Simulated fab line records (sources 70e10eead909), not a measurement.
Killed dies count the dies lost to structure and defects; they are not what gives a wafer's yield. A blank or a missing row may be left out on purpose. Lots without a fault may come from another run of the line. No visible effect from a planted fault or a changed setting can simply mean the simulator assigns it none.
A struck lot beside a sound one / flow nand_harc / 13 out of 1302 route steps
Sound: wafers L108.1, L108.2, L108.3. Struck: wafers L121.1, L121.3, L121.4. The cause is named last.
For every step that has rows: the tool of each side, followed by ch and its chambers, followed by its first start. Under that, the readings that differ: sound wafers / struck wafers / difference of the means / sigmas: that difference in standard deviations of wafers without a fault.
alike: words and numbers the same on both sides, and readings whose means are apart by under 2 such deviations; not compared: readings that were withheld, readings missing a value for some wafer, numbers with overlapping values and no deviation given by the record, and bounds like >300 which may hide the same value.
The two part at a step that has a row with sigmas, a row that says differs or no value, or rows on one side only. Numbers that have no deviation but don't overlap get no sigmas and don't part them. Lack of a reading on every wafer of one side parts them only where that side has two or more wafers.

first, 1 step without rows for these wafers: NHARC_A_SLIT_SRD_20.
NHARC_A_SLIT_CD_MEAS_21:
  sound on cd_sem-02 at day 20 19:40; struck on cd_sem-01 at day 25 22:17
  alike: cd_nm
then, 3 steps without rows for these wafers: NHARC_A_SIN_REMOVE_WET_00 (chemistry H3PO4, time 15300 s); NHARC_A_SIN_REMOVE_PRECLEAN_01 (cleans in SC1); NHARC_A_SIN_REMOVE_SRD_02.
NHARC_A_SIN_REMOVE_INSPECT_04:
  sound on defect_inspect-02 at day 21 01:59; struck on defect_inspect-02 at day 26 04:56
  alike: raw_defect_count
NHARC_A_WL_FILL_ALD_00: deposits Al2O3, target thk 3 nm, pulse time 3 s, ald cycles 30.
  sound on ald_hk-02 ch 1,2,3, day 21 02:13; struck on ald_hk-04 ch 0,1,3, day 26 05:01
  alike: heater_power_outer_w, heater_power_w, precursor_pulse_height_rel, susceptor_temp_C
NHARC_A_WL_FILL_RTA_01: time 5 s.
  sound on rtp_anneal-02 ch 0, day 21 02:29; struck on rtp_anneal-02 ch 0, day 26 05:17
  alike: lamp_power_pct, wafer_temp_C_max
NHARC_A_WL_FILL_ALD_02: deposits TiN, target thk 2 nm, pulse time 3 s, ald cycles 100.
  sound on ald_metal-01 ch 1,2,3, day 21 02:43; struck on ald_metal-03 ch 0,1,3, day 26 05:30
  alike: heater_power_outer_w, heater_power_w, precursor_pulse_height_rel, susceptor_temp_C
NHARC_A_WL_FILL_CVD_03: deposits W, target thk 40 nm, time 279 s.
  sound on cvd_w-01 ch 0,1, day 21 03:16; struck on cvd_w-02 ch 0,1, day 26 05:56
  alike: heater_power_outer_w, heater_power_w, mfc_wf6_sccm, susceptor_temp_C, throttle_valve_pct
NHARC_A_WL_FILL_ETCHBACK_04: etches the open film in NF3, target depth 60 nm, time 120 s.
  sound on rie_metal-03 ch 0,1, day 21 03:38; struck on rie_metal-02 ch 0,1, day 26 06:18
reading=run_length_s (s); sound=140.4 141.0 140.6; struck=57.9 58.1 58.4; difference=-82.5; sigmas=-99 or more
  alike: drypump_motor_current_A, oes_product_au
  not compared: rf_hours_counter_h
NHARC_A_WL_FILL_ETCHBACK_05: etches the open film in Cl2/BCl3, target depth 22 nm, time 60 s.
  sound on rie_metal-03 ch 0,1, day 21 03:53; struck on rie_metal-02 ch 0,1, day 26 06:34
  alike: drypump_motor_current_A, oes_product_au, run_length_s, temp_c
  not compared: rf_hours_counter_h
-- break in the record here, with 4 days between the starts of the struck wafers on either side (left off in module A_WL_FILL, picked up again in module END, where the first step shown is number 1302 on the route) --
NHARC_END_SORT_01:
  only the struck wafers appear in the record here, on prober-01 ch 0 at day 30 04:42; the sound ones have no rows

WHERE THEY PART
Earliest at NHARC_A_WL_FILL_ETCHBACK_04; latest, in this record, at NHARC_END_SORT_01.

WHY: the cause the simulator had injected
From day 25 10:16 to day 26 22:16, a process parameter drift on rie_metal-02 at NHARC_A_WL_FILL_ETCHBACK_04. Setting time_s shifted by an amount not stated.
